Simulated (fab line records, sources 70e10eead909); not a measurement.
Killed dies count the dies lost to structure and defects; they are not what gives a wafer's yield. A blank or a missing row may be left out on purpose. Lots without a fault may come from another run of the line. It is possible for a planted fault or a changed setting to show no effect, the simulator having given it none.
fab line records -- flow nandHarc
record lots=13, wafers=37, lastDay=24
route steps=1159 shown A_BLC@976 END@1159
lots that met no fault: from a run of the same line without faults
startH: hours from the record's opening day to when the first of the lot's shown wafers began -- waitH: how many hours have passed since the lot's step before this one -- " identical to the entry in the row above -- L1.1+2: a row that stands for several wafers -- - no value, or no start was given -- * or withheld: withheld -- < > ~ a bound
route shown NAME@n: NAME is a module with steps in the file, n the number in the route of the first one -- usual: mean/standard deviation of fault-free wafers -- same: alike in all rows -- chamber/n: place in a boat -- sites: each site's reading -- _std_site: how widely they spread, as a standard deviation -- _edge_site: the outer-site mean with the inner-site mean subtracted -- radiusMm: for every site, how far away it sits from the centre of the wafer -- mask NAME#n: copy n -- behind: the tool/chamber that last shaped the wafer -- hold: why the lot went on hold/how many hours it stayed there/how the hold came to an end -- device: transistor that didn't switch, given as n, p or np -- end of line: the tests these same wafers got at the end of their route -- a step without rows: its recipe alone -- killed: the dies lost at the first sort to structure and to defects; this is not the yield of the wafer -- map: a wafer's dies, x killed, . not, _ none there
set.NAME: the setting the step ran with; set.NAME@STEP: the setting that earlier step ran with -- model.NAME: the simulator's own value behind a step, which no gauge read
a sample of lots followed through the steps of the route, with each step as a table and each wafer as a row
services: the hour from which a tool's chamber was out of use, counted from the record's first day as startH (under 0 if before that day), plus the number of hours and why
## steps
# step NHARC_A_BLC_INSPECT_12
# usual rawDefectCount=32/17
lot.wafer,tool,chamber,startH,waitH,rawDefectCount
L809.1,defectInspect-02,-,390.36,0.0,25
L809.4,defectInspect-02,-,390.36,0.0,27
L809.6,defectInspect-02,-,390.36,0.0,22
L812.1,defectInspect-01,-,403.74,0.0,30
L812.3,defectInspect-01,-,403.74,0.0,25
L812.4,defectInspect-01,-,403.74,0.0,22
L813.4,defectInspect-02,-,430.96,0.0,35
L813.5,defectInspect-02,-,430.96,0.0,23
L813.6,defectInspect-02,-,430.96,0.0,38
L814.1,defectInspect-01,-,432.21,0.0,8
L814.5,defectInspect-01,-,432.21,0.0,12
L814.6,defectInspect-01,-,432.21,0.0,13
L815.2,defectInspect-02,-,441.60,0.0,28
L815.3,defectInspect-02,-,441.60,0.0,24
L815.4,defectInspect-02,-,441.60,0.0,28
L818.1,defectInspect-02,-,455.17,0.0,44
L818.3,defectInspect-02,-,455.17,0.0,54
L818.5,defectInspect-02,-,455.17,0.0,39
L820.2,defectInspect-02,-,472.19,0.0,41
L820.3,defectInspect-02,-,472.19,0.0,45
L820.5,defectInspect-02,-,472.19,0.0,51
L821.5,defectInspect-01,-,476.64,0.0,34
L821.6,defectInspect-01,-,476.64,0.0,33
L824.4,defectInspect-02,-,479.35,0.0,53
L824.5,defectInspect-02,-,479.35,0.0,52
L829.1,defectInspect-02,-,514.95,0.0,70
L829.2,defectInspect-02,-,514.95,0.0,48
L829.5,defectInspect-02,-,514.95,0.0,72
L831.1,defectInspect-02,-,517.79,0.0,12
L831.4,defectInspect-02,-,517.79,0.0,13
L831.6,defectInspect-02,-,517.79,0.0,7
L828.1,defectInspect-01,-,523.00,0.0,67
L828.4,defectInspect-01,-,523.00,0.0,72
L828.6,defectInspect-01,-,523.00,0.0,59
L832.3,defectInspect-02,-,540.37,0.0,36
L832.4,defectInspect-02,-,540.37,0.0,48
L832.5,defectInspect-02,-,540.37,0.0,40
# step NHARC_A_BLC_ETCH_17
# recipe targetDepthA=3900, overEtchFrac=0.25, timeS=609.38, ionEnergyEv=200, n2FlowSccm=150, h2FlowSccm=150, arFlowSccm=0, rfW=400, biasW=150, chemistry=N2/H2
# usual drypumpMotorCurrentA=5.6/0.42, h2FlowSccm=150.0/0.48, n2FlowSccm=150.0/0.43, oesProductAu=1.002/0.0096, rfFwdPowerW=399.6/1.2, rfVppV=428.9/2.7, runLengthS=630.5/0.48, showerheadPlenumPTorr=1.98/0.096, throttleValvePct=14.171/0.0091
lot.wafer,tool,chamber,startH,waitH,drypumpMotorCurrentA,h2FlowSccm,n2FlowSccm,oesProductAu,rfFwdPowerW,rfHoursCounterH,rfVppV,runLengthS,showerheadPlenumPTorr,throttleValvePct
L809.4,rieDiel-13,2,390.60,-,6.0,149.5,150.3,1.000,399.8,10,428.3,630.6,1.94,14.164
L809.1,rieDiel-13,3,390.60,-,5.2,150.2,150.7,1.004,401.2,11,429.5,630.4,1.97,14.166
L809.6,rieDiel-13,3,390.60,-,5.2,149.9,149.9,0.995,400.2,-,428.2,630.8,1.97,14.165
L812.3,rieDiel-08,2,404.02,-,5.6,150.1,150.2,1.008,398.9,35,431.8,631.1,2.10,14.178
L812.1,rieDiel-08,3,404.02,-,5.8,150.4,149.8,1.005,397.7,40,425.2,630.0,1.89,14.167
L812.4,rieDiel-08,0,404.02,-,5.8,150.7,150.0,0.996,399.3,40,426.3,629.9,1.91,14.187
L813.4,rieDiel-02,2,431.24,-,5.5,149.4,150.1,0.999,399.5,10,426.8,630.5,1.90,14.169
L813.5,rieDiel-02,1,431.24,-,6.0,149.6,150.2,0.995,399.5,-,427.3,631.1,1.91,14.175
L813.6,rieDiel-02,2,431.24,-,5.5,150.0,149.3,0.997,399.8,-,425.3,630.8,1.90,14.169
L814.1,rieDiel-13,1,432.54,0.1,5.1,149.9,150.5,1.013,399.0,14,427.3,629.7,1.95,14.170
L814.6,rieDiel-13,1,432.54,0.1,5.1,150.7,150.2,1.014,399.2,-,428.1,630.2,1.95,14.174
L814.5,rieDiel-13,2,432.54,0.1,6.0,150.3,149.6,1.010,400.7,-,427.9,630.5,1.94,14.189
L815.3,rieDiel-13,1,441.87,-,5.1,149.9,149.9,1.013,398.5,15,427.1,630.3,1.95,14.174
L815.2,rieDiel-13,0,441.87,-,6.3,149.6,150.7,1.001,399.6,14,431.9,630.9,2.09,14.169
L815.4,rieDiel-13,1,441.87,-,5.1,149.3,150.3,1.023,399.2,-,429.0,630.1,1.95,14.166
L818.3,rieDiel-08,3,455.45,-,5.8,150.2,149.6,0.984,398.1,61,425.1,630.4,1.88,14.168
L818.1,rieDiel-08,1,455.45,-,5.5,149.8,149.4,1.013,400.2,58,429.1,630.4,1.99,14.182
L818.5,rieDiel-08,3,455.45,-,5.8,149.8,150.0,0.985,400.0,-,424.7,630.3,1.88,14.186
L820.2,rieDiel-13,2,472.47,-,6.0,150.0,150.2,0.990,400.2,2,428.1,630.2,1.93,14.167
L820.3,rieDiel-13,3,472.47,-,5.2,149.7,150.0,0.996,402.3,2,428.7,630.6,1.97,14.157
L820.5,rieDiel-13,1,472.47,-,5.1,149.7,149.9,0.999,-,-,427.9,615.7,1.95,14.163
L821.5,rieDiel-13,0,477.05,-,6.3,150.2,150.0,1.008,-,-,431.8,616.8,2.09,14.163
L821.6,rieDiel-13,1,477.05,-,5.1,151.0,150.4,0.998,-,-,427.3,615.3,1.95,14.152
L824.4,rieDiel-13,2,479.67,-,6.0,150.3,150.4,0.996,398.3,3,426.6,630.2,1.93,14.157
L824.5,rieDiel-13,1,479.67,-,5.1,149.9,149.7,1.013,-,-,429.3,615.9,1.95,14.173
L829.1,rieDiel-02,1,515.18,-,6.0,149.6,149.8,1.019,402.0,0,427.3,631.4,1.91,14.155
L829.2,rieDiel-02,3,515.18,-,5.1,149.7,150.5,1.003,399.6,0,427.1,629.9,1.89,14.171
L829.5,rieDiel-02,2,515.18,-,5.5,149.9,149.8,1.013,399.1,-,426.8,630.9,1.90,14.180
L831.1,rieDiel-08,1,518.07,-,5.4,149.3,149.8,1.009,397.8,13,429.0,630.8,1.98,14.183
L831.4,rieDiel-08,2,518.07,-,5.5,149.9,150.2,1.011,399.7,13,431.9,631.2,2.08,14.176
L831.6,rieDiel-08,0,518.07,-,5.8,149.7,150.2,0.997,399.1,-,427.2,629.8,1.89,14.161
L828.1,rieDiel-02,3,523.47,-,5.1,149.7,150.3,1.011,399.4,1,427.1,629.8,1.89,14.177
L828.4,rieDiel-02,1,523.47,-,6.0,150.3,149.9,1.008,398.2,2,425.6,631.3,1.91,14.181
L828.6,rieDiel-02,0,523.47,-,5.1,150.1,149.8,0.998,400.0,-,434.7,630.1,2.18,14.167
L832.3,rieDiel-08,3,540.75,-,5.7,149.7,150.1,0.986,399.7,20,434.1,630.4,2.21,14.167
L832.4,rieDiel-08,0,540.75,-,5.8,150.1,150.1,0.992,400.4,21,427.3,630.5,1.89,14.171
L832.5,rieDiel-08,3,540.75,-,5.8,150.1,150.0,0.985,400.0,-,437.1,630.6,2.21,14.177
# step NHARC_A_BLC_CD_MEAS_19
# usual cdNm=98.7/2.4
lot.wafer,tool,chamber,startH,waitH,cdNm
L809.1,cdSem-01,-,391.39,-,99.0
L809.4,cdSem-01,-,391.39,-,99.1
L809.6,cdSem-01,-,391.39,-,98.1
L812.1,cdSem-02,-,404.78,-,96.3
L812.3,cdSem-02,-,404.78,-,101.9
L812.4,cdSem-02,-,404.78,-,96.4
L813.4,cdSem-03,-,432.00,-,97.3
L813.5,cdSem-03,-,432.00,-,100.7
L813.6,cdSem-03,-,432.00,-,99.1
L814.1,cdSem-03,-,433.79,-,97.5
L814.5,cdSem-03,-,433.79,-,95.3
L814.6,cdSem-03,-,433.79,-,92.3
L815.2,cdSem-03,-,442.82,-,97.1
L815.3,cdSem-03,-,442.82,-,99.1
L815.4,cdSem-03,-,442.82,-,98.9
L818.1,cdSem-02,-,456.20,-,94.1
L818.3,cdSem-02,-,456.20,-,96.8
L818.5,cdSem-02,-,456.20,-,98.0
L820.2,cdSem-03,-,473.22,-,99.6
L820.3,cdSem-03,-,473.22,-,102.7
L820.5,cdSem-03,-,473.22,-,100.8
L821.5,cdSem-03,-,477.68,-,98.7
L821.6,cdSem-03,-,477.68,-,99.5
L824.4,cdSem-01,-,480.42,-,98.2
L824.5,cdSem-01,-,480.42,-,102.3
L829.1,cdSem-01,-,515.99,-,96.8
L829.2,cdSem-01,-,515.99,-,98.8
L829.5,cdSem-01,-,515.99,-,96.2
L831.1,cdSem-03,-,518.81,-,99.1
L831.4,cdSem-03,-,518.81,-,103.5
L831.6,cdSem-03,-,518.81,-,98.8
L828.1,cdSem-01,-,524.32,-,106.2
L828.4,cdSem-01,-,524.32,-,97.7
L828.6,cdSem-01,-,524.32,-,98.0
L832.3,cdSem-01,-,541.52,-,98.3
L832.4,cdSem-01,-,541.52,-,100.1
L832.5,cdSem-01,-,541.52,-,98.7
# step NHARC_A_BLC_CMP_25
# recipe tOverpolishS=30, targetThkNm=150
# usual motorCurrentA=12.1/1.2, overpolishRunS=29.999/0.0086, padLifeWafers=296/180, timeToEndpointS=31.0/2.9
lot.wafer,tool,chamber,startH,waitH,motorCurrentA,overpolishRunS,padLifeWafers,timeToEndpointS
L809.4,cmp-01,1,393.01,0.2,12.5,30.001,114,28.8
L809.1,cmp-01,0,393.01,0.2,13.6,30.003,117,34.6
L809.6,cmp-01,1,393.01,0.2,12.6,29.996,-,26.7
L812.1,cmp-01,1,407.72,0.5,12.8,30.007,259,25.2
L812.4,cmp-01,2,407.72,0.5,9.6,30.002,260,31.7
L812.3,cmp-01,3,407.72,0.5,11.5,29.994,261,33.4
L813.4,cmp-01,1,438.04,0.3,12.7,29.986,403,29.8
L813.5,cmp-01,0,438.04,0.3,13.3,30.004,-,37.1
L813.6,cmp-01,1,438.04,0.3,12.9,30.011,-,27.6
L814.1,cmp-02,1,439.82,0.5,9.9,29.998,63,33.3
L814.6,cmp-02,2,439.82,0.5,12.4,29.993,-,32.7
L814.5,cmp-02,3,439.82,0.5,12.7,29.995,-,29.6
L815.3,cmp-01,2,444.43,0.3,9.8,29.995,426,29.9
L815.2,cmp-01,3,444.43,0.3,12.0,30.007,427,36.8
L815.4,cmp-01,1,444.43,0.3,13.3,30.002,429,28.6
L818.1,cmp-02,2,459.66,0.5,12.4,30.000,169,33.2
L818.3,cmp-02,0,459.66,0.5,11.8,30.016,171,28.7
L818.5,cmp-02,2,459.66,0.5,12.6,29.996,-,32.1
L820.3,cmp-02,3,474.83,0.3,12.3,30.002,289,29.9
L820.2,cmp-02,1,474.83,0.3,10.1,30.011,291,28.5
L820.5,cmp-02,2,474.83,0.3,13.0,29.996,-,30.9
L821.5,cmp-01,3,479.42,0.2,11.6,30.013,-,33.0
L821.6,cmp-01,0,479.42,0.2,13.4,30.004,-,30.9
L824.4,cmp-03,2,490.02,0.3,13.5,29.994,225,31.4
L824.5,cmp-03,0,490.02,0.3,12.9,30.005,-,31.8
L829.2,cmp-03,2,521.08,0.5,14.2,29.985,402,29.6
L829.1,cmp-03,3,521.08,0.5,13.2,30.009,403,28.8
L829.5,cmp-03,3,521.08,0.5,13.3,29.993,-,31.2
L831.4,cmp-01,2,522.23,0.3,9.9,29.986,266,32.8
L831.1,cmp-01,3,522.23,0.3,12.0,30.005,267,35.8
L831.6,cmp-01,1,522.23,0.3,13.1,29.995,-,30.0
L828.1,cmp-02,3,528.11,0.4,12.5,29.997,19,29.5
L828.4,cmp-02,0,528.11,0.4,12.1,29.998,20,29.4
L828.6,cmp-02,3,528.11,0.4,11.8,30.003,-,30.0
L832.3,cmp-03,2,543.13,0.3,13.3,29.981,594,30.5
L832.4,cmp-03,1,543.13,0.3,12.3,29.993,597,29.6
L832.5,cmp-03,3,543.13,0.3,13.1,29.997,-,28.5
# step NHARC_END_SORT_01
# recipe tempC=25
# usual killedAtArray=29/13, killedAtOther=0.7/1, killedAtPeriphery=3.2/2.3, killedDies=33/13, killedOpen=3.3/1.7, killedShort=2.0/1.5
# same grossDies=677
lot.wafer,tool,chamber,startH,waitH,killedAtArray,killedAtOther,killedAtPeriphery,killedDies,killedOpen,killedShort
L815.2,prober-02,0,487.94,2.8,24,0,1,25,4,0
L815.3,prober-02,0,488.74,3.1,27,0,4,31,3,5
L815.4,prober-02,0,489.53,3.4,23,0,4,27,3,1
L818.1,prober-02,0,505.63,2.5,47,0,1,48,3,0
L818.3,prober-02,0,507.21,3.1,45,0,1,46,5,2
L818.5,prober-02,0,508.79,3.7,41,0,1,42,5,2
# killed by level:class
L815.2 A_SLIT:chamberFilmFlake=9 A_STAIRCASE:chamberFilmFlake=7 A_CHANNEL_HOLE_D1:chamberFilmFlake=3 A_CONTACT:chamberFilmFlake=2 P_M0:geometricParticle:open=1 A_ONON_D1:geometricParticle:open=1 A_SGD_CUT:geometricParticle:open=1 A_M0:geometricParticle:open=1
L815.3 A_SLIT:chamberFilmFlake=8 A_STAIRCASE:chamberFilmFlake=5 A_CONTACT:chamberFilmFlake=5 P_STI:chamberFilmFlake=2 A_CHANNEL_HOLE_D1:chamberFilmFlake=2 P_CONTACT:geometricParticle:short=1 A_SOURCE_PLATE:geometricParticle:short=1 A_ONON_D1:geometricParticle:short=1
L815.4 A_SLIT:chamberFilmFlake=10 A_CONTACT:chamberFilmFlake=4 P_STI:chamberFilmFlake=3 A_CHANNEL_HOLE_D1:chamberFilmFlake=3 A_STAIRCASE:chamberFilmFlake=2 A_ONON_D1:geometricParticle:short=1 A_CHANNEL_FILL_D1:geometricParticle:open=1 A_CONTACT:geometricParticle:open=1
L818.1 A_SLIT:chamberFilmFlake=19 A_CHANNEL_HOLE_D1:chamberFilmFlake=11 A_CONTACT:chamberFilmFlake=8 A_STAIRCASE:chamberFilmFlake=5 A_M0:geometricParticle:open=2 A_M1:geometricParticle:open=1 P_STI:chamberFilmFlake=1 A_BLC:chamberFilmFlake=1
L818.3 A_CHANNEL_HOLE_D1:chamberFilmFlake=16 A_SLIT:chamberFilmFlake=9 A_CONTACT:chamberFilmFlake=7 A_STAIRCASE:chamberFilmFlake=5 P_M1:geometricParticle:open=1 A_CHANNEL_FILL_D1:geometricParticle:open=1 A_WL_FILL:geometricParticle:short=1 A_BLC:geometricParticle:open=1
L818.5 A_SLIT:chamberFilmFlake=17 A_CHANNEL_HOLE_D1:chamberFilmFlake=14 A_STAIRCASE:chamberFilmFlake=2 P_CONTACT:geometricParticle:open=1 A_SOURCE_PLATE:geometricParticle:short=1 A_ONON_D1:geometricParticle:open=1 A_CHANNEL_FILL_D1:geometricParticle:short=1 A_CHANNEL_FILL_D1:geometricParticle:open=1
## services
tool,chamber,startH,hours,kind
cmp-01,-,375.50,4.0,pm
cmp-01,-,379.50,-,consumableReplace:conditioner
rieDiel-13,1,414.47,6.7,repair
cmp-02,-,422.63,4.0,pm
rieDiel-13,0,422.73,16.6,repair
rieDiel-13,3,424.97,9.9,repair
rieDiel-13,3,436.00,10.3,repair
cmp-01,-,442.34,1.6,repair
rieDiel-13,-,453.00,9.0,pm
cmp-03,-,453.80,4.0,pm
cmp-03,-,462.32,0.6,repair
cmp-01,-,470.69,0.4,repair
cmp-01,-,473.50,4.0,pm
rieDiel-08,-,478.88,9.0,pm
cmp-02,-,479.15,0.6,repair
cmp-02,-,482.88,1.0,repair
cmp-03,-,488.37,0.3,repair
rieDiel-02,-,504.70,9.0,pm
cmp-02,-,511.54,0.9,repair
cmp-03,-,514.11,0.7,repair
cmp-02,-,520.64,4.0,pm
rieDiel-13,1,523.36,9.7,repair
cmp-02,-,528.40,1.2,repair
cmp-01,-,538.06,0.4,repair
## key
firstSign step=NHARC_A_BLC_ETCH_17, reading=runLengthS, direction=down, sigmas=30, usual=*, struck=*
effect none on later readings
metAt NHARC_A_BLC_ETCH_17
struckLots L820,L821,L824
struckWafers L820.5,L821.5,L821.6,L824.5
testerLeftOut L820,L821,L824
notActingAt NHARC_A_BLC_INSPECT_12,NHARC_A_BLC_CD_MEAS_19,NHARC_A_BLC_CMP_25
onsetBetween 441.87 472.47
fault kind=processParameterDrift, tool=rieDiel-13, chamber=-, onsetH=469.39, steps=NHARC_A_BLC_ETCH_17, channel=timeS, offset=*, shape=step, endH=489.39, scope=struckWafersOnly, actsIn=*, stated=*
# testerLeftOut: of these lots the tester's yield and bins aren't shown, on N5 and GAA mostly nor the transistor test; their killed dies are dies lost to structure and defects alone, not to doping, threshold or leakage, so they don't give the yield
